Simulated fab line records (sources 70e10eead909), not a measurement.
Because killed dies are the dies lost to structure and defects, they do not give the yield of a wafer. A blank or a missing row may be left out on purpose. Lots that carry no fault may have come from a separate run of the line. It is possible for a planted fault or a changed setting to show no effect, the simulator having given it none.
A lot that was struck, set against a sound lot | flow nand harc | 18 steps out of a route of 1159
Sound: wafers L335.2, L335.3, L335.6. Wafers struck: L351.4, L351.5, L351.6. Last of all comes the cause.
At each step with rows: each side's tool, then ch and its chambers, then its first start. Under that, the readings that differ: sound wafers | struck wafers | difference of the means | sigmas: that difference in standard deviations of wafers without a fault.
alike: readings whose means differ by less than 2 such deviations, and words and numbers that are the same on both sides. not compared: withheld readings, readings that some wafer has no value for, bounds like >300 that may hide the same value, and numbers for which the record gives no deviation and whose values overlap.
The two part at a step that has a row with sigmas, a row that says differs or no value, or rows on one side only. Non-overlapping numbers with no deviation appear without sigmas and do not part them. A reading missing from all wafers of one side parts the sides only when that side holds two or more wafers.

NHARC_P_GATE_CD_MEAS_46: the cd target is 720 nm.
  sound on cd sem-01 ch 0, day 5 01:51; struck on cd sem-03 ch 0, day 9 06:29
  alike: cd nm
then, 1 step without rows for these wafers: NHARC_P_GATE_HARDBAKE_47 (time 80 s).
NHARC_P_GATE_DESCUM_48: chemistry O2, time 3 s.
  sound on rie diel-12 ch 0,1,3, day 5 02:02; struck on rie diel-12 ch 1,2, day 9 06:39
  alike: drypump motor current A, oes product au, rf vpp V, showerhead plenum p Torr, throttle valve pct
  not compared: rf hours counter h
following that, these wafers have no rows for 1 step: NHARC_P_GATE_IMPLANT_49.
NHARC_P_GATE_STRIP_111: strips in N2/H2, time 250 s.
  sound on plasma asher-01 ch 0,1, day 5 02:25; struck on plasma asher-02 ch 0,1, day 9 07:07
  alike: drypump motor current A, heater power w
  not compared: rf hours counter h
NHARC_P_GATE_STRIP_75: strips in O2.
  sound on plasma asher-01 ch 0,1, day 5 02:43; struck on plasma asher-02 ch 0,1, day 9 07:20
  alike: drypump motor current A, heater power w
  not compared: rf hours counter h
then, 6 steps without rows for these wafers: NHARC_P_GATE_STRIP_50 (strips in SPM, time 900 s); NHARC_P_GATE_DEHYDRATE_51 (time 120 s); NHARC_P_GATE_HMDS_52 (time 30 s); NHARC_P_GATE_COAT_53; NHARC_P_GATE_SOFTBAKE_54 (time 95 s); NHARC_P_GATE_EBR_55.
NHARC_P_GATE_EXPOSE_56: exposes mask P PSD, target cd 720 nm.
  sound on krf scanner-04 ch 0, day 5 03:29; struck on krf scanner-01 ch 0, day 9 07:59
  reading | sound                   | struck                  | difference | sigmas
  mask    | P_PSD#0 P_PSD#0 P_PSD#0 | P_HVN#0 P_HVN#0 P_HVN#0 | differs    |
  alike: reticle temp C
then, 2 steps without rows for these wafers: NHARC_P_GATE_PEB_57 (peb time 85 s); NHARC_P_GATE_DEVELOP_58 (time 70 s).
NHARC_P_GATE_CD_MEAS_59: the cd target is 720 nm.
  sound on cd sem-02 ch 0, day 5 03:38; struck on cd sem-03 ch 0, day 9 08:08
  reading    | sound             | struck | difference                    | sigmas
  cd nm (nm) | 717.7 718.9 718.1 | - - -  | no value on the struck wafers |
then, 1 step without rows for these wafers: NHARC_P_GATE_HARDBAKE_60 (time 80 s).
-- the record jumps here: 15 days lie between the struck wafers' starts before and after (it left off in module P_GATE and takes up again in module END, whose first step shown is number 1159 of the route) --
NHARC_END_SORT_01:
  only the struck wafers appear in the record here, on prober-01 ch 0 at day 24 06:13; the sound ones have no rows

## WHERE THEY PART
At NHARC_P_GATE_EXPOSE_56 first; at NHARC_END_SORT_01 last (within this record only).

WHY: what the simulator had put in
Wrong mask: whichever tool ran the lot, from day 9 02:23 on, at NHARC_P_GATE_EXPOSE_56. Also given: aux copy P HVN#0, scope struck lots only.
